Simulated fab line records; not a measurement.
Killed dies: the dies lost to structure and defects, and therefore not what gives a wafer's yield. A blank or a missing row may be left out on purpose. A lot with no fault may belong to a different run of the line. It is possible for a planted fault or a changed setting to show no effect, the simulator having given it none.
3 desks looking at one fault / flow n5 finfet / every desk sees just its own numbers, and what lay behind them comes last

## THE DEFECT DESK
Inspection counts along the route, by lot: the mean over sampled wafers that carry a number. The brackets show how far a lot's mean lies from the usual mean; more than 4 standard deviations puts the lot out of limits, marked OUT.
Columns: A = raw defect count at N5_BEOL_M10_INSPECT_58, usual 65
lot=L792; first seen here=day 10 01:17; A=92
lot=L799; first seen here=day 12 05:45; A=70
lot=L805; first seen here=day 13 20:47; A=77
lot=L808; first seen here=day 14 07:02; A=44
lot=L812; first seen here=day 15 23:01; A=69
Finding of this desk: none of the 5 lots has anything out of limits.

## AT THE TOOL OWNER'S DESK: pecvd-04
The tool's own readings at N5_BEOL_M11_ILD_DEP_00 (deposits SiCOH lowk from DEMS/porogen, target thk 308.51 nm, time 58 s): means of the sampled wafers that have a number, for each lot that ran on this tool. The brackets show how far a lot's mean lies from the usual mean; more than 4 standard deviations puts the lot out of limits, marked OUT.
Columns: A = heater power w at N5_BEOL_M11_ILD_DEP_00, usual 372 W; B = showerhead plenum p Torr at N5_BEOL_M11_ILD_DEP_00, usual 5.739 Torr; C = showerhead vpp V at N5_BEOL_M11_ILD_DEP_00, usual 1358 V; D = susceptor temp C at N5_BEOL_M11_ILD_DEP_00, usual 300.00 C; E = throttle valve pct at N5_BEOL_M11_ILD_DEP_00, usual 13.9 %
lot=L792; first seen here=day 10 01:22; A=394; B=5.718; C=1312; D=299.88; E=14.2
lot=L799; first seen here=day 12 05:47; A=359; B=5.731; C=1336; D=299.03 (-5.4) OUT; E=13.9
lot=L812; first seen here=day 15 23:02; A=381; B=5.762; C=1348; D=299.81; E=13.6
This desk's finding: out of limits on L799; first on L799, day 12 05:47 (susceptor temp C at N5_BEOL_M11_ILD_DEP_00). L792, L812: within limits.

## FROM THE METROLOGY DESK
Means of the sampled wafers that have a number, per lot and without regard to the tool the lot ran on: this is what the gauges read. The brackets show how far a lot's mean lies from the usual mean; more than 4 standard deviations puts the lot out of limits, marked OUT.
Columns: A = M10_THK at N5_BEOL_M10_THK_MEAS_53, usual 142 nm; B = M10_RS at N5_BEOL_M10_RS_MEAS_57, usual 0.150 ohm/sq
lot=L792; first seen here=day 10 01:06; A=141; B=0.153
lot=L799; first seen here=day 12 05:35; A=141; B=0.151
lot=L805; first seen here=day 13 20:37; A=144; B=0.147
lot=L808; first seen here=day 14 06:53; A=142; B=0.151
lot=L812; first seen here=day 15 22:51; A=144; B=0.150
Finding of this desk: none of the 5 lots has anything out of limits.

## BROUGHT TOGETHER
The tool owner's desk could have raised an alarm at day 12 05:47, on L799.
Nothing out of limits was seen by the defect desk.
The metrology desk saw nothing out of limits.
The defect desk has L799 on record, within its limits.
The metrology desk holds a record of L799, inside its limits.
All the named lots went through N5_BEOL_M11_ILD_DEP_00 on pecvd-04.

## WHAT THE SIMULATOR HAD INSERTED
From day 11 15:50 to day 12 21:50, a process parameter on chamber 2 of pecvd-04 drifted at N5_BEOL_M11_ILD_DEP_00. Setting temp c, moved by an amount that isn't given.
Lots struck among those shown: L799.
How many hours passed from the start of the fault until each desk's first out-of-limits reading: the tool owner's desk, 14.
